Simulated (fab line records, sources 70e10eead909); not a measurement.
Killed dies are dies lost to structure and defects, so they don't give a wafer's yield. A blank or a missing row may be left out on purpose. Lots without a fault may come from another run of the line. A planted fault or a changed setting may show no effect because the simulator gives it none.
A struck lot beside a sound one | flow nand_harc | 43 steps out of a route of 1159
Sound: wafers L985.4, L985.5, L985.6. Struck: wafers L989.3, L989.5, L989.6. The cause comes at the end.
At each step with rows: each side's tool, then ch and its chambers, then its first start. Under that, the readings that differ: sound wafers | struck wafers | difference of the means | sigmas: that difference in standard deviations of wafers without a fault.
alike: readings whose means differ by less than 2 such deviations, and words and numbers that are the same on both sides. not compared: withheld readings, readings that some wafer has no value for, bounds like >300 that may hide the same value, and numbers for which the record gives no deviation and whose values overlap.
The two part at a step that has a row with sigmas, a row that says differs or no value, or rows on one side only. Numbers that don't overlap but have no deviation are shown without sigmas and don't part them. A reading that every wafer of one side lacks parts them only if that side has two wafers or more.

NHARC_A_CONTACT_ETCH_121: etches the open film in C4F8/O2/Ar, time 94 s, target depth 922 nm.
  sound on har_cap_etch-02 ch 0,1, day 16 21:41; struck on har_cap_etch-03 ch 0,1, day 18 11:25
  not compared: rf_hours_counter_h
then, 3 steps without rows for these wafers: NHARC_A_CONTACT_ETCH_122 (etches the open film in C4F8/O2/Ar, time 95 s, target depth 930 nm); NHARC_A_CONTACT_ETCH_123 (etches the open film in C4F8/O2/Ar, time 253 s, target depth 1090 nm); NHARC_A_CONTACT_ETCH_90 (etches the open film in CH3F/O2, target depth 40 nm, time 85.7 s).
NHARC_A_CONTACT_ETCH_96: etches the open film in C4F6/O2, target depth 20 nm, time 10 s.
  sound on rie_diel-10 ch 0,2,3; struck on rie_diel-03 ch 0,1,2
  alike: drypump_motor_current_A, oes_product_au, rf_fwd_power_W, rf_vpp_V, showerhead_plenum_p_Torr, throttle_valve_pct
  not compared: rf_hours_counter_h
NHARC_A_CONTACT_CD_MEAS_53:
  sound on cd_sem-02, day 16 22:40; struck on cd_sem-01, day 18 12:26
  alike: cd_nm
then, 3 steps without rows for these wafers: NHARC_A_CONTACT_STRIP_99 (strips in N2/H2); NHARC_A_CONTACT_STRIP_100 (strips in CF4/CHF3); NHARC_A_CONTACT_STRIP_101 (strips in O2/COS).
NHARC_A_CONTACT_ETCH_102: etches the open film in CF4/O2, target depth 70 nm, overetch 7 nm, time 38.5 s.
  sound on rie_diel-10 ch 0,1,2, day 16 23:08; struck on rie_diel-12 ch 0,1, day 18 12:43
  alike: drypump_motor_current_A, oes_product_au, rf_fwd_power_W, rf_vpp_V, showerhead_plenum_p_Torr, throttle_valve_pct
  not compared: rf_hours_counter_h
then, 2 steps without rows for these wafers: NHARC_A_CONTACT_STRIP_55 (strips in O2); NHARC_A_CONTACT_STRIP_56 (strips in post etch residue remover, time 600 s).
NHARC_A_CONTACT_DEP_57: deposits aC, target thk 2800 nm.
  sound on acl_dep-02 ch 0, day 17 01:12; struck on acl_dep-02, day 18 13:57
  no value came back on the struck wafers for susceptor_temp_C (C), throttle_valve_pct (%); on the sound wafers susceptor_temp_C (C) reads 400.13 400.37 399.95
then, 11 steps without rows for these wafers: NHARC_A_CONTACT_DEP_58 (deposits SiON, target thk 60 nm); NHARC_A_CONTACT_DEHYDRATE_59 (time 120 s); NHARC_A_CONTACT_HMDS_60 (time 30 s); NHARC_A_CONTACT_COAT_61 (time 75 s); NHARC_A_CONTACT_COAT_62 (time 65 s); NHARC_A_CONTACT_COAT_63 (resist thk 90 nm); NHARC_A_CONTACT_SOFTBAKE_64 (time 55 s); NHARC_A_CONTACT_EBR_65; NHARC_A_CONTACT_EXPOSE_66 (exposes mask A CC 2); NHARC_A_CONTACT_PEB_67 (peb time 65 s); NHARC_A_CONTACT_DEVELOP_68 (develop time 35 s).
NHARC_A_CONTACT_CD_MEAS_69: target cd 200 nm.
  sound on cd_sem-01 ch 0, day 17 02:42; struck on cd_sem-01 ch 0, day 18 15:43
  alike: cd_nm
NHARC_A_CONTACT_OVL_MEAS_70:
  sound on overlay-02, day 17 02:47; struck on overlay-02, day 18 15:48
  alike: overlay_x_nm, overlay_y_nm
NHARC_A_CONTACT_INSPECT_71:
  sound on defect_inspect-02, day 17 02:49; struck on defect_inspect-01, day 18 15:50
  alike: raw_defect_count
then, 2 steps without rows for these wafers: NHARC_A_CONTACT_DESCUM_74 (chemistry O2, time 3 s); NHARC_A_CONTACT_ETCH_75 (etches the open film in CF4, target depth 39 nm, time 65 s).
NHARC_A_CONTACT_ETCH_76: etches the open film in N2/H2, target depth 260 nm, time 475.3 s.
  sound on rie_diel-03 ch 0,2,3; struck on rie_diel-12 ch 1,2,3
  alike: drypump_motor_current_A, oes_product_au, rf_fwd_power_W, rf_vpp_V, showerhead_plenum_p_Torr, throttle_valve_pct
  not compared: rf_hours_counter_h
then, 3 steps without rows for these wafers: NHARC_A_CONTACT_ETCH_77 (etches the open film in CF4/CHF3, target depth 72.6 nm, time 36.3 s); NHARC_A_CONTACT_ETCH_78 (etches the open film in O2/COS, target depth 2800 nm, time 728 s); NHARC_A_CONTACT_ETCH_124 (etches the open film in C4F8/O2/Ar, time 140 s, target depth 700 nm).
NHARC_A_CONTACT_ETCH_125: etches the open film in C4F8/O2/Ar, time 155 s, target depth 956 nm.
  sound on har_cap_etch-02 ch 0,1, day 17 04:50; struck on har_cap_etch-03 ch 0,1, day 18 17:18
  not compared: rf_hours_counter_h
then, 8 steps without rows for these wafers: NHARC_A_CONTACT_ETCH_126 (etches the open film in C4F8/O2/Ar, time 155 s, target depth 956 nm); NHARC_A_CONTACT_ETCH_127 (etches the open film in C4F8/O2/Ar, time 155 s, target depth 956 nm); NHARC_A_CONTACT_ETCH_128 (etches the open film in C4F8/O2/Ar, time 155 s, target depth 956 nm); NHARC_A_CONTACT_ETCH_129 (etches the open film in C4F8/O2/Ar, time 155 s, target depth 956 nm); NHARC_A_CONTACT_ETCH_130 (etches the open film in C4F8/O2/Ar, time 155 s, target depth 956 nm); NHARC_A_CONTACT_ETCH_131 (etches the open film in C4F8/O2/Ar, time 155 s, target depth 956 nm); NHARC_A_CONTACT_ETCH_132 (etches the open film in C4F8/O2/Ar, time 156 s, target depth 958 nm); NHARC_A_CONTACT_ETCH_133 (etches the open film in C4F8/O2/Ar, time 195 s, target depth 840 nm).
NHARC_END_SORT_01:
  the record has rows for the sound wafers here (prober-01 ch 0, day 20 02:40) and none for the struck ones

WHERE THEY PART
First at NHARC_A_CONTACT_DEP_57; last, within this record, at NHARC_END_SORT_01.

WHY: what the simulator had put in
Skipped step whole: acl_dep-02, from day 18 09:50 on, at NHARC_A_CONTACT_DEP_57. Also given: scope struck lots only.
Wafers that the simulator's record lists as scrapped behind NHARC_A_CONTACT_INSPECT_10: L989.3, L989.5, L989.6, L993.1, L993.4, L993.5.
